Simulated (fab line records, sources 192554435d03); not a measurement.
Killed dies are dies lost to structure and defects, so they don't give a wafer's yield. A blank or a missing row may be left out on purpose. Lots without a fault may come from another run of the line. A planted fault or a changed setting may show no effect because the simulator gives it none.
A struck lot beside a sound one | flow n5_finfet | 16 steps out of a route of 1938
Sound: wafers L855.1, L855.4, L855.5. Struck: wafer L862.4. (L862.2 of the same lot was not struck and is left out.) The cause comes at the end.
At each step with rows: each side's tool, then ch and its chambers, then its first start. Under that, the readings that differ: sound wafers | struck wafers | difference of the means | sigmas: that difference in standard deviations of wafers without a fault.
alike: readings whose means differ by less than 2 such deviations, and words and numbers that are the same on both sides. not compared: withheld readings, readings that some wafer has no value for, bounds like >300 that may hide the same value, and numbers for which the record gives no deviation and whose values overlap.
The two part at a step that has a row with sigmas, a row that says differs or no value, or rows on one side only. Numbers that don't overlap but have no deviation are shown without sigmas and don't part them. A reading that every wafer of one side lacks parts them only if that side has two wafers or more.

N5_GATE_CUT_CD_MEAS_13: target cd 20 nm.
  sound on cd_sem-01 ch 0, day 5 10:53; struck on cd_sem-02 ch 0, day 7 03:33
  alike: cd_nm
N5_GATE_CUT_OVL_MEAS_14:
  sound on overlay-01 ch 0, day 5 10:55; struck on overlay-01 ch 0, day 7 03:35
  alike: GATE_CUT_OVL
N5_GATE_CUT_INSPECT_15: inspects for defects (brightfield).
  sound on defect_inspect-02, day 5 10:58; struck on defect_inspect-01, day 7 03:38
  alike: raw_defect_count
then, 2 steps without rows for these wafers: N5_GATE_CUT_DESCUM_18 (chemistry O2, time 7 s); N5_GATE_CUT_ETCH_28 (etches underlayer in N2/H2, target depth 13 nm, time 10.4 s).
N5_GATE_CUT_ETCH_36: etches SiARC in CF4, target depth 13 nm, time 21.7 s.
  sound on rie_diel-01 ch 0,1,3, day 5 11:04; struck on rie_diel-01 ch 1, day 7 03:44
  alike: drypump_motor_current_A, etch_rf_on_time_s, oes_product_au, rf_fwd_power_W, rf_vpp_V, showerhead_plenum_p_Torr, throttle_valve_pct
  not compared: rf_hours_counter_h
N5_GATE_CUT_ETCH_37: etches SOC in N2/H2, target depth 60 nm, overetch 12 nm, time 90 s.
  sound on rie_diel-01 ch 0,1,3, day 5 11:05; struck on rie_diel-01 ch 1, day 7 03:46
  alike: drypump_motor_current_A, oes_product_au, rf_fwd_power_W, rf_vpp_V, showerhead_plenum_p_Torr, throttle_valve_pct
  not compared: rf_hours_counter_h
then, 2 steps without rows for these wafers: N5_GATE_CUT_STRIP_38 (strips in N2/H2); N5_GATE_CUT_STRIP_39 (strips in N2/H2).
N5_GATE_CUT_HM_OPEN_40: chemistry C4F6/O2, target SiO2, target depth 139 nm, time 85.1 s.
  sound on rie_diel-01 ch 0,1,3, day 5 11:10; struck on rie_diel-01 ch 1, day 7 03:50
  alike: drypump_motor_current_A, etch_rf_on_time_s, oes_product_au, rf_fwd_power_W, rf_vpp_V, showerhead_plenum_p_Torr, throttle_valve_pct
  not compared: rf_hours_counter_h
N5_GATE_CUT_STRIP_41: strips in CF4.
  sound on rie_diel-01 ch 0,1,3, day 5 11:14; struck on rie_diel-01 ch 1, day 7 03:54
  alike: drypump_motor_current_A, oes_product_au, rf_fwd_power_W, rf_vpp_V, showerhead_plenum_p_Torr, throttle_valve_pct
  not compared: rf_hours_counter_h
then, 1 step without rows for these wafers: N5_GATE_CUT_STRIP_42 (strips in O2).
N5_GATE_CUT_ETCH_19: etches SiNx in CH3F/O2, target depth 53.7 nm, time 76.7 s.
  sound on rie_diel-01 ch 0,1,3, day 5 11:17; struck on rie_diel-01 ch 1, day 7 03:58
  reading               | sound          | struck | difference | sigmas
  etch_rf_on_time_s (s) | 75.7 79.0 77.5 | 89.0   | +11.6      | +8
  alike: drypump_motor_current_A, oes_product_au, rf_fwd_power_W, rf_vpp_V, showerhead_plenum_p_Torr, throttle_valve_pct
  not compared: rf_hours_counter_h
N5_GATE_CUT_CUT_ETCH_53: etches W in SF6/Cl2, target depth 79.2 nm.
  sound on rie_metal-03 ch 0,1, day 5 11:24; struck on rie_metal-01 ch 0, day 7 04:04
  reading               | sound          | struck | difference | sigmas
  etch_rf_on_time_s (s) | 27.1 27.4 27.2 | 26.1   | -1.1       | -2
  rf_fwd_power_W (W)    | 881 881 884    | 874    | -8         | -3
  alike: drypump_motor_current_A, oes_product_au, throttle_valve_pct
  not compared: rf_hours_counter_h
-- the record jumps here: 3 days lie between the struck wafers' starts before and after (it left off in module GATE_CUT and takes up again in module BEOL_M4, whose first step shown is number 1111 of the route) --
N5_BEOL_M4_RC_MEAS_101:
  sound on prober-02 ch 0, day 8 17:53; struck on prober-01 ch 0, day 10 11:37
  reading        | sound             | struck | difference | sigmas
  DIBL_N (mV/V)  | 33.6 34.8 33.9    | 37.8   | +3.7       | +2
  DIBL_P (mV/V)  | 32.2 34.9 33.5    | 39.3   | +5.8       | +3
  IOFF_N (nA/um) | 0.115 0.135 0.119 | 0.206  | +0.083     | +3
  IOFF_P (nA/um) | 0.14 0.18 0.16    | 0.26   | +0.10      | +3
  ION_N (uA/um)  | 648 660 656       | 706    | +51        | +4
  ION_P (uA/um)  | 443 455 445       | 486    | +38        | +4
  SS_P (mV/dec)  | 72.3 72.5 72.9    | 74.4   | +1.8       | +3
  VT_N (mV)      | 255.8 251.2 254.5 | 245.4  | -8.4       | -3
  VT_P (mV)      | -256 -254 -256    | -246   | +9         | +3
  alike: SS_N
N5_PASSIVATION_PROBE_49:
  the record has rows for the sound wafers here (prober-01, day 13 17:07) and none for the struck ones

WHERE THEY PART
First at N5_GATE_CUT_ETCH_19; last, within this record, at N5_PASSIVATION_PROBE_49.

WHY: what the simulator had put in
Process parameter drift: rie_diel-01, from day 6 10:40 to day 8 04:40, at N5_GATE_CUT_ETCH_19. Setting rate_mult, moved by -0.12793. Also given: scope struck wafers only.
